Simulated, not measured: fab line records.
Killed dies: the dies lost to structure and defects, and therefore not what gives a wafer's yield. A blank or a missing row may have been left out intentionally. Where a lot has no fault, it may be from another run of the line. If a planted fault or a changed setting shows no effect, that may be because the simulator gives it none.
fab line records ; flow nand-harc
record lots=11; wafers=33; last-day=33
route steps=1302 shown A_CHANNEL_HOLE_D1@472 A_CHANNEL_FILL_D1@494 END@1302
lots that met no fault: taken from a fault-free run of the same line
start-h: hours from the record's opening day to when the first of the lot's shown wafers began ; wait-h: hours elapsed since this lot's preceding step ; " identical to the entry in the row above ; L1.1+2: one row covering several wafers at once ; - no value, or no start given ; * or withheld: withheld ; < > ~ a bound
route shown NAME@n: names a module that has steps shown in the file, with the first one's number in the route ; usual: average and standard deviation across the fault-free wafers ; same: alike in all rows ; chamber/n: place in a boat ; sites: each site's reading ; _std_site: the values' standard deviation ; _edge_site: inner sites' mean taken away from outer sites' mean ; radius-mm: how far each site lies from the wafer's centre ; mask NAME#n: copy n ; behind: the most recent tool/chamber to have shaped the wafer ; hold: why the lot was held/for how many hours/how that ended ; device: whichever transistor did not switch (one of n, p or np) ; end of line: the same wafers' tests at the end of the route ; for a step that has no rows: nothing shown but its recipe ; killed: dies that structure and defects cost at the first sort, which is not the same as the wafer's yield ; map: a wafer's dies, marking killed ones x, the rest . and places with no die _
set.NAME: the setting that was run; set.NAME@STEP: the one run at that earlier step ; model.NAME: the simulator's own value behind a step, which no gauge read
steps of the route over a sample of lots; a table a step, a row a wafer
services: the hour from which a tool's chamber was out of use, counted from the record's first day as start-h (under 0 if before that day), plus the number of hours and why
## steps
# step NHARC_A_CHANNEL_HOLE_D1_ETCH_20
# recipe bias-v=3000; source-w=withheld; pressure-mtorr=20; time-s=361.9; ar-flow-sccm=375; c4f8-flow-sccm=89.3; o2-flow-sccm=35.7; temp-c=-20; target-depth-a=16000; chemistry=C4F8/O2/Ar
# usual drypump-motor-current-A=5.37/0.29; showerhead-plenum-p-Torr=3.65/0.1; throttle-valve-pct=32.156/0.0088
# same time-s=361.9
lot.wafer;tool;chamber;start-h;wait-h;drypump-motor-current-A;rf-hours-counter-h;showerhead-plenum-p-Torr;throttle-valve-pct
L197.1;har-etch-01;0;187.35;0.1;5.33;92;3.53;32.161
L197.5;har-etch-01;1;187.35;0.1;5.49;-;3.73;32.156
L197.6;har-etch-01;0;187.35;0.1;5.32;-;3.53;32.156
L202.1;har-etch-02;0;231.33;0.1;4.93;321;3.75;32.166
L202.2;har-etch-02;1;231.33;0.1;5.72;321;3.64;32.153
L202.5;har-etch-02;0;231.33;0.1;4.99;-;3.75;32.164
L203.2;har-etch-01;0;258.99;0.1;5.31;129;3.51;32.154
L203.3;har-etch-01;1;258.99;0.1;5.47;-;3.71;32.150
L203.5;har-etch-01;1;258.99;0.1;5.50;-;3.71;32.158
L206.2;har-etch-01;0;275.99;0.1;5.34;137;3.50;32.168
L206.4;har-etch-01;1;275.99;0.1;5.49;-;3.71;32.171
L206.6;har-etch-01;1;275.99;0.1;5.51;-;3.71;32.144
L207.3;har-etch-01;0;280.16;0.2;5.33;-;3.50;32.146
L207.4;har-etch-01;1;280.16;0.2;5.49;-;3.70;32.142
L207.5;har-etch-01;0;280.16;0.2;5.33;-;3.50;32.151
L208.2;har-etch-01;1;285.65;0.1;5.49;145;3.70;32.158
L208.4;har-etch-01;1;285.65;0.1;5.46;-;3.70;32.144
L208.6;har-etch-01;1;285.65;0.1;5.46;-;3.70;32.154
L214.2;har-etch-01;1;359.64;0.1;5.49;187;3.68;32.162
L214.4;har-etch-01;0;359.64;0.1;5.29;-;3.48;32.163
L214.6;har-etch-01;0;359.64;0.1;5.33;-;3.48;32.167
L216.1;har-etch-01;0;372.11;0.1;5.29;198;3.47;32.157
L216.2;har-etch-01;1;372.11;0.1;5.50;198;3.67;32.149
L216.4;har-etch-01;0;372.11;0.1;5.30;-;3.47;32.176
L217.1;har-etch-01;0;388.34;0.1;5.32;209;3.47;32.148
L217.2;har-etch-01;1;388.34;0.1;5.46;209;3.67;32.148
L217.6;har-etch-01;1;388.34;0.1;5.46;-;3.67;32.153
L218.3;har-etch-02;1;398.39;0.2;5.71;-;3.93;32.168
L218.4;har-etch-02;0;398.39;0.2;4.97;-;3.70;32.136
L218.6;har-etch-02;0;398.39;0.2;4.97;-;3.70;32.171
L219.4;har-etch-01;0;407.84;0.2;5.29;-;3.46;32.174
L219.3;har-etch-01;1;407.84;0.2;5.49;-;3.66;32.144
L219.5;har-etch-01;0;407.84;0.2;5.33;-;3.46;32.157
# step NHARC_A_CHANNEL_HOLE_D1_ETCH_23
# recipe bias-v=5000; source-w=withheld; pressure-mtorr=20; time-s=819; ar-flow-sccm=375; c4f8-flow-sccm=89.3; o2-flow-sccm=35.7; temp-c=-20; target-depth-a=16000; chemistry=C4F8/O2/Ar
# usual drypump-motor-current-A=5.37/0.29; showerhead-plenum-p-Torr=3.65/0.1; throttle-valve-pct=32.154/0.0084
# same time-s=819
lot.wafer;tool;chamber;start-h;wait-h;drypump-motor-current-A;rf-hours-counter-h;showerhead-plenum-p-Torr;throttle-valve-pct
L197.1;har-etch-01;0;188.72;0.5;5.26;93;3.53;32.166
L197.5;har-etch-01;1;188.72;0.5;5.50;-;3.73;32.166
L197.6;har-etch-01;0;188.72;0.5;5.32;-;3.53;32.162
L202.1;har-etch-02;0;232.66;0.5;4.99;322;3.75;32.165
L202.2;har-etch-02;1;232.66;0.5;5.73;322;3.64;32.152
L202.5;har-etch-02;0;232.66;0.5;4.96;-;3.75;32.161
L203.2;har-etch-01;0;260.38;0.5;5.30;131;3.51;32.151
L203.3;har-etch-01;1;260.38;0.5;5.47;-;3.71;32.140
L203.5;har-etch-01;1;260.38;0.5;5.47;-;3.71;32.162
L206.2;har-etch-01;0;277.37;0.5;5.34;138;3.50;32.150
L206.4;har-etch-01;1;277.37;0.5;5.50;-;3.70;32.144
L206.6;har-etch-01;1;277.37;0.5;5.47;-;3.70;32.162
L207.3;har-etch-01;0;281.61;0.5;5.33;-;3.50;32.153
L207.4;har-etch-01;1;281.61;0.5;5.46;-;3.70;32.139
L207.5;har-etch-01;0;281.61;0.5;5.36;-;3.50;32.154
L208.2;har-etch-01;1;286.97;0.5;5.46;146;3.70;32.137
L208.4;har-etch-01;1;286.97;0.5;5.47;-;3.70;32.144
L208.6;har-etch-01;1;286.97;0.5;5.47;-;3.70;32.150
L214.2;har-etch-01;1;360.96;0.5;5.48;188;3.68;32.162
L214.4;har-etch-01;0;360.96;0.5;5.31;-;3.48;32.138
L214.6;har-etch-01;0;360.96;0.5;5.33;-;3.48;32.166
L216.1;har-etch-01;0;373.43;0.5;5.31;200;3.47;32.151
L216.2;har-etch-01;1;373.43;0.5;5.47;200;3.67;32.152
L216.4;har-etch-01;0;373.43;0.5;5.35;-;3.47;32.161
L217.1;har-etch-01;0;389.67;0.5;5.33;211;3.47;32.156
L217.2;har-etch-01;1;389.67;0.5;5.48;211;3.67;32.148
L217.6;har-etch-01;1;389.67;0.5;5.49;-;3.67;32.159
L218.3;har-etch-02;1;399.86;0.5;5.75;-;3.93;32.158
L218.4;har-etch-02;0;399.86;0.5;4.99;-;3.70;32.156
L218.6;har-etch-02;0;399.86;0.5;4.99;-;3.70;32.148
L219.4;har-etch-01;0;409.28;0.5;5.29;-;3.46;32.161
L219.3;har-etch-01;1;409.28;0.5;5.47;-;3.66;32.159
L219.5;har-etch-01;0;409.28;0.5;5.28;-;3.46;32.159
# step NHARC_A_CHANNEL_HOLE_D1_ETCH_44
# recipe target-depth-a=1400; overetch-a=140; time-s=77; ion-energy-ev=100; cf4-flow-sccm=80; o2-flow-sccm=20; ar-flow-sccm=0; rf-w=300; bias-w=100; chemistry=CF4/O2
# usual drypump-motor-current-A=5.6/0.52; oes_o_777_au=1.000/0.0049; oes-product-au=0.996/0.012; rf-vpp-V=198.1/1.2; showerhead-plenum-p-Torr=1.36/0.046; throttle-valve-pct=13.398/0.0091
# same time-s=77
lot.wafer;tool;chamber;start-h;wait-h;drypump-motor-current-A;oes_o_777_au;oes-product-au;rf-hours-counter-h;rf-vpp-V;showerhead-plenum-p-Torr;throttle-valve-pct
L197.1;rie-diel-07;3;191.92;0.1;5.6;0.994;0.994;24;196.3;1.25;13.387
L197.6;rie-diel-07;2;191.92;0.1;5.9;1.004;1.001;-;197.6;1.31;13.395
L197.5;rie-diel-07;3;191.92;0.1;5.7;1.005;1.000;-;194.6;1.25;13.413
L202.2;rie-diel-07;1;235.94;0.1;6.6;1.004;1.008;31;199.9;1.40;13.390
L202.1;rie-diel-07;3;235.94;0.1;5.7;0.999;1.002;37;194.4;1.25;13.405
L202.5;rie-diel-07;2;235.94;0.1;5.9;1.000;1.016;-;196.9;1.31;13.412
L203.3;rie-diel-09;2;263.57;0.1;5.7;1.002;0.992;12;199.9;1.41;13.402
L203.2;rie-diel-09;0;263.57;0.1;5.7;0.994;0.993;8;199.7;1.38;13.395
L203.5;rie-diel-09;3;263.57;0.1;4.8;0.998;0.972;-;198.3;1.33;13.396
L206.2;rie-diel-09;0;280.55;0.1;5.6;1.003;0.997;10;198.1;1.38;13.399
L206.4;rie-diel-09;3;280.55;0.1;4.8;1.002;0.976;-;197.2;1.33;13.383
L206.6;rie-diel-09;0;280.55;0.1;5.6;1.007;1.004;-;198.5;1.38;13.408
L207.4;rie-diel-09;1;285.29;0.0;6.3;1.008;1.004;7;199.3;1.40;13.383
L207.3;rie-diel-09;0;285.29;0.0;5.6;0.996;0.998;11;199.0;1.38;13.389
L207.5;rie-diel-09;1;285.29;0.0;6.3;0.988;1.003;-;199.7;1.40;13.412
L208.4;rie-diel-09;2;290.25;0.1;5.7;1.003;0.987;16;199.9;1.40;13.398
L208.2;rie-diel-09;1;290.25;0.1;6.2;1.001;1.002;7;199.6;1.40;13.409
L208.6;rie-diel-09;3;290.25;0.1;4.9;0.999;0.978;-;197.9;1.33;13.395
L214.4;rie-diel-09;0;364.25;0.1;5.7;1.003;1.007;2;197.6;1.38;13.408
L214.2;rie-diel-09;1;364.25;0.1;6.3;1.000;1.001;1;199.3;1.39;13.418
L214.6;rie-diel-09;0;364.25;0.1;5.6;1.003;0.997;-;198.8;1.38;13.399
L216.4;rie-diel-09;2;376.72;0.1;5.8;0.997;0.984;3;199.1;1.40;13.399
L216.2;rie-diel-09;3;376.72;0.1;4.8;1.005;0.974;3;197.9;1.33;13.391
L216.1;rie-diel-09;0;376.72;0.1;5.7;0.999;0.997;3;199.4;1.38;13.393
L217.1;rie-diel-09;0;392.96;0.1;5.6;1.000;1.016;4;197.5;1.38;13.402
L217.2;rie-diel-09;1;392.96;0.1;6.3;1.006;1.005;2;199.0;1.40;13.400
L217.6;rie-diel-09;0;392.96;0.1;5.6;0.997;1.011;-;199.1;1.38;13.406
L218.4;rie-diel-03;3;402.90;0.1;6.0;0.995;1.011;36;198.4;1.34;13.388
L218.3;rie-diel-03;0;402.90;0.1;6.4;0.996;0.999;44;196.5;1.25;13.412
L218.6;rie-diel-03;3;402.90;0.1;6.0;1.000;1.016;-;197.0;1.34;13.400
L219.4;rie-diel-09;0;412.34;0.1;5.6;1.002;1.005;5;198.3;1.38;13.395
L219.3;rie-diel-09;2;412.34;0.1;5.7;1.004;1.005;5;199.7;1.40;13.400
L219.5;rie-diel-09;0;412.34;0.1;5.6;0.998;1.027;-;198.2;1.38;13.387
# step NHARC_A_CHANNEL_HOLE_D1_XSEM_31
# recipe landing-energy-ev=35000
# usual bot-cd-nm=74.3/1.7; bow-nm=8.58/0.24; tilt-deg=0.08/0.037
lot.wafer;tool;chamber;start-h;wait-h;bot-cd-nm;bow-nm;tilt-deg
L197.1;xsem-02;0;192.80;0.1;74.7;8.65;0.03
L197.5;xsem-02;0;192.80;0.1;74.4;8.58;0.03
L197.6;xsem-02;0;192.80;0.1;73.8;8.60;0.03
L202.1;xsem-01;0;236.84;0.1;74.9;8.56;0.06
L202.2;xsem-01;0;236.84;0.1;73.3;8.56;0.05
L202.5;xsem-01;0;236.84;0.1;75.5;8.65;0.06
L203.2;xsem-02;0;264.47;0.1;76.5;9.05;0.10
L203.3;xsem-02;0;264.47;0.1;77.4;9.10;0.10
L203.5;xsem-02;0;264.47;0.1;74.3;9.12;0.10
L206.2;xsem-01;0;281.59;0.1;76.7;8.21;0.07
L206.4;xsem-01;0;281.59;0.1;75.3;8.18;0.07
L206.6;xsem-01;0;281.59;0.1;77.0;8.25;0.07
L207.3;xsem-02;0;286.23;0.1;75.9;9.43;0.11
L207.4;xsem-02;0;286.23;0.1;74.2;9.38;0.11
L207.5;xsem-02;0;286.23;0.1;76.5;9.25;0.11
L208.2;xsem-02;0;291.16;0.1;74.3;10.25;0.08
L208.4;xsem-02;0;291.16;0.1;73.6;10.25;0.08
L208.6;xsem-02;0;291.16;0.1;72.8;10.15;0.08
L214.2;xsem-01;0;365.14;0.1;72.5;8.44;0.10
L214.4;xsem-01;0;365.14;0.1;72.2;8.41;0.10
L214.6;xsem-01;0;365.14;0.1;72.3;8.43;0.10
L216.1;xsem-02;0;377.61;0.1;73.8;8.21;0.11
L216.2;xsem-02;0;377.61;0.1;72.9;8.27;0.11
L216.4;xsem-02;0;377.61;0.1;74.5;8.23;0.11
L217.1;xsem-01;0;393.83;0.1;69.7;8.51;0.14
L217.2;xsem-01;0;393.83;0.1;69.2;8.51;0.14
L217.6;xsem-01;0;393.83;0.1;71.5;8.60;0.14
L218.3;xsem-01;0;403.79;0.1;76.0;8.53;0.12
L218.4;xsem-01;0;403.79;0.1;78.4;8.50;0.12
L218.6;xsem-01;0;403.79;0.1;75.9;8.49;0.12
L219.3;xsem-02;0;413.23;0.1;75.9;8.54;0.04
L219.4;xsem-02;0;413.23;0.1;73.9;8.62;0.04
L219.5;xsem-02;0;413.23;0.1;74.6;8.57;0.04
# step NHARC_A_CHANNEL_FILL_D1_ALD_14
# recipe target-thk-a=25; pulse-time-s=10; ald-cycles=25; temp-c=300; material=SiO2
# usual heater-power-w=479/27; precursor-pulse-height-rel=1.003/0.019; susceptor-temp-C=299.98/0.2
lot.wafer;tool;chamber;start-h;wait-h;heater-power-w;precursor-pulse-height-rel;susceptor-temp-C
L197.1;ald-hk-04;3;203.26;0.7;485;0.996;299.83
L197.6;ald-hk-04;3;203.26;0.7;479;0.970;300.35
L197.5;ald-hk-04;0;203.26;0.7;466;0.997;299.78
L202.1;ald-hk-04;1;244.18;0.0;459;1.004;299.74
L202.2;ald-hk-04;2;244.18;0.0;473;1.031;299.91
L202.5;ald-hk-04;2;244.18;0.0;498;0.977;299.78
L203.3;ald-hk-04;3;271.40;0.3;462;1.005;299.84
L203.2;ald-hk-04;0;271.40;0.3;496;1.012;299.94
L203.5;ald-hk-04;1;271.40;0.3;473;0.979;300.20
L206.2;ald-hk-01;3;288.94;0.0;472;1.000;300.00
L206.4;ald-hk-01;1;288.94;0.0;475;1.011;300.13
L206.6;ald-hk-01;0;288.94;0.0;451;1.031;299.71
L207.4;ald-hk-03;2;293.53;0.0;537;1.000;299.96
L207.3;ald-hk-03;1;293.53;0.0;459;1.009;299.44
L207.5;ald-hk-03;2;293.53;0.0;540;1.031;299.93
L208.2;ald-hk-03;0;298.51;0.0;526;0.985;300.02
L208.4;ald-hk-03;2;298.51;0.0;538;1.000;300.20
L208.6;ald-hk-03;1;298.51;0.0;464;1.007;300.22
L214.4;ald-hk-04;0;372.72;0.3;476;1.000;300.15
L214.2;ald-hk-04;1;372.72;0.3;479;0.981;299.77
L214.6;ald-hk-04;0;372.72;0.3;493;1.009;300.05
L216.1;ald-hk-03;0;385.01;0.1;502;1.025;299.96
L216.4;ald-hk-03;1;385.01;0.1;467;1.024;300.20
L216.2;ald-hk-03;2;385.01;0.1;521;1.019;300.14
L217.2;ald-hk-01;0;401.15;0.0;433;1.022;300.07
L217.1;ald-hk-01;2;401.15;0.0;427;1.021;300.24
L217.6;ald-hk-01;1;401.15;0.0;487;1.009;300.13
L218.3;ald-hk-04;0;411.16;0.0;491;1.011;300.12
L218.4;ald-hk-04;1;411.16;0.0;465;1.009;300.18
L218.6;ald-hk-04;0;411.16;0.0;491;0.982;300.24
L219.3;ald-hk-03;1;420.55;0.0;454;0.997;300.27
L219.4;ald-hk-03;2;420.55;0.0;502;1.006;300.14
L219.5;ald-hk-03;2;420.55;0.0;530;1.004;299.70
# step NHARC_END_SORT_01
# recipe temp-c=25
# usual killed-at-array=50/16; killed-at-other=0.8/1; killed-at-periphery=4/3.1; killed-dies=54/16; killed-open=3.2/2; killed-short=2.5/1.6
# same gross-dies=677
lot.wafer;tool;chamber;start-h;wait-h;killed-at-array;killed-at-other;killed-at-periphery;killed-dies;killed-open;killed-short
L202.1;prober-02;0;625.80;2.5;39;0;0;39;0;1
L202.2;prober-02;0;626.60;2.8;62;0;4;66;3;8
L202.5;prober-02;0;628.99;3.7;31;1;3;35;2;2
L203.2;prober-01;0;634.34;2.8;47;1;8;56;4;3
L203.3;prober-01;0;635.15;3.1;41;0;4;45;3;1
L203.5;prober-01;0;636.76;3.7;62;0;5;67;5;1
L206.2;prober-01;0;651.69;2.8;22;0;2;24;1;1
L206.4;prober-01;0;653.29;3.4;15;0;2;17;2;2
L206.6;prober-01;0;654.88;4.0;21;1;2;24;4;1
# killed by level:class
L202.1 A_CHANNEL_HOLE_D1:chamber-film-flake=19 A_CHANNEL_HOLE_D2:chamber-film-flake=8 A_STAIRCASE:chamber-film-flake=4 A_CHANNEL_FILL_D1:chamber-film-flake=2 A_M1:geometric-particle:short=1 A_CHANNEL_FILL_D2:chamber-film-flake=1 A_SGD_CUT:chamber-film-flake=1 A_SLIT:chamber-film-flake=1
L202.2 A_CHANNEL_HOLE_D1:chamber-film-flake=28 A_CHANNEL_HOLE_D2:chamber-film-flake=11 A_CONTACT:chamber-film-flake=5 P_M0:geometric-particle:short=2 A_M0:geometric-particle:short=2 A_CHANNEL_FILL_D1:chamber-film-flake=2 A_DECK1_JOINT:chamber-film-flake=2 A_WL_FILL:chamber-film-flake=2
L202.5 A_CHANNEL_HOLE_D1:chamber-film-flake=17 A_CHANNEL_HOLE_D2:chamber-film-flake=4 A_DECK1_JOINT:chamber-film-flake=2 A_CHANNEL_FILL_D2:chamber-film-flake=2 A_STAIRCASE:chamber-film-flake=2 P_CONTACT:geometric-particle:short=1 P_CONTACT:geometric-particle:open=1 P_M0:geometric-particle:open=1
L203.2 A_CHANNEL_HOLE_D2:chamber-film-flake=27 P_CONTACT:chamber-film-flake=7 A_CHANNEL_HOLE_D1:chamber-film-flake=3 A_STAIRCASE:chamber-film-flake=3 A_CONTACT:chamber-film-flake=3 A_DECK1_JOINT:chamber-film-flake=2 A_CHANNEL_HOLE_D1:geometric-particle:short=1 A_DECK1_JOINT:geometric-particle:short=1
L203.3 A_CHANNEL_HOLE_D2:chamber-film-flake=20 P_CONTACT:chamber-film-flake=4 A_CHANNEL_HOLE_D1:chamber-film-flake=4 A_DECK1_JOINT:chamber-film-flake=4 A_CHANNEL_FILL_D2:chamber-film-flake=3 A_STAIRCASE:chamber-film-flake=3 A_DECK1_JOINT:geometric-particle:open=1 A_ONON_D2:geometric-particle:open=1
L203.5 A_CHANNEL_HOLE_D2:chamber-film-flake=38 A_CHANNEL_FILL_D2:chamber-film-flake=5 A_CONTACT:chamber-film-flake=5 A_STAIRCASE:chamber-film-flake=4 A_CHANNEL_HOLE_D1:chamber-film-flake=3 P_CONTACT:geometric-particle:open=2 P_CONTACT:chamber-film-flake=2 A_DECK1_JOINT:geometric-particle:open=1
L206.2 A_CHANNEL_HOLE_D1:chamber-film-flake=6 A_STAIRCASE:chamber-film-flake=4 A_M0:chamber-film-flake=3 A_CHANNEL_HOLE_D2:unspecified=2 A_CHANNEL_HOLE_D2:chamber-film-flake=2 A_WL_FILL:chamber-film-flake=2 A_ONON_D2:geometric-particle:open=1 A_WL_FILL:geometric-particle:short=1
L206.4 A_CHANNEL_HOLE_D1:chamber-film-flake=3 A_CONTACT:chamber-film-flake=2 A_M0:chamber-film-flake=2 A_ONON_D1:geometric-particle:open=1 A_DECK1_JOINT:geometric-particle:short=1 A_DECK1_JOINT:geometric-particle:open=1 A_SGD_CUT:geometric-particle:short=1 P_ZERO_WELL:chamber-film-flake=1
L206.6 A_M0:chamber-film-flake=6 A_CHANNEL_HOLE_D1:chamber-film-flake=4 A_BLC:geometric-particle:open=2 A_CHANNEL_HOLE_D2:unspecified=2 A_STAIRCASE:chamber-film-flake=2 A_SLIT:chamber-film-flake=2 A_CHANNEL_HOLE_D2:geometric-particle:short=1 A_M1:geometric-particle:open=1
## services
tool;chamber;start-h;hours;kind
rie-diel-07;1;171.26;18.0;repair
ald-hk-04;-;172.73;0.4;repair
rie-diel-07;2;174.65;3.1;repair
xsem-01;-;179.37;3.6;repair
rie-diel-09;1;180.14;17.5;repair
rie-diel-09;0;183.94;16.0;repair
rie-diel-07;-;209.11;3.7;repair
ald-hk-03;-;215.53;10.0;pm
rie-diel-09;3;217.30;9.9;repair
rie-diel-09;1;255.39;4.3;repair
rie-diel-07;-;256.10;1.2;repair
ald-hk-04;-;257.10;10.0;pm
rie-diel-07;1;264.02;4.4;repair
rie-diel-09;1;266.29;18.7;repair
rie-diel-07;-;294.39;9.0;pm
ald-hk-01;-;297.45;10.0;pm
rie-diel-09;-;320.10;9.0;pm
rie-diel-07;1;332.23;22.9;repair
rie-diel-09;1;349.39;13.8;repair
rie-diel-09;3;373.33;1.9;repair
xsem-01;-;374.00;14.0;pm
har-etch-02;-;377.00;17.0;pm
ald-hk-03;-;393.53;10.0;pm
rie-diel-09;3;418.48;2.7;repair
## key
first-sign step=NHARC_A_CHANNEL_HOLE_D1_XSEM_31; reading=bow-nm; direction=up; sigmas=5; usual=8.58; struck=9.79
effect none on later readings
met-at NHARC_A_CHANNEL_HOLE_D1_ETCH_23
struck-lots L207,L208
tester-left-out L207,L208
not-acting-at NHARC_A_CHANNEL_HOLE_D1_ETCH_20,NHARC_A_CHANNEL_HOLE_D1_ETCH_44,NHARC_A_CHANNEL_FILL_D1_ALD_14
onset-between 277.37 281.61
fault kind=process-parameter-drift; tool=har-etch-01; chamber=-; onset-h=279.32; steps=NHARC_A_CHANNEL_HOLE_D1_ETCH_23; channel=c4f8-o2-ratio; offset=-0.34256; shape=step; end-h=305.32; acts-in=these-recipes-only; stated=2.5
# tester-left-out: of these lots the tester's yield and bins aren't shown, on N5 and GAA mostly nor the transistor test; their killed dies are dies lost to structure and defects alone, not to doping, threshold or leakage, so they don't give the yield
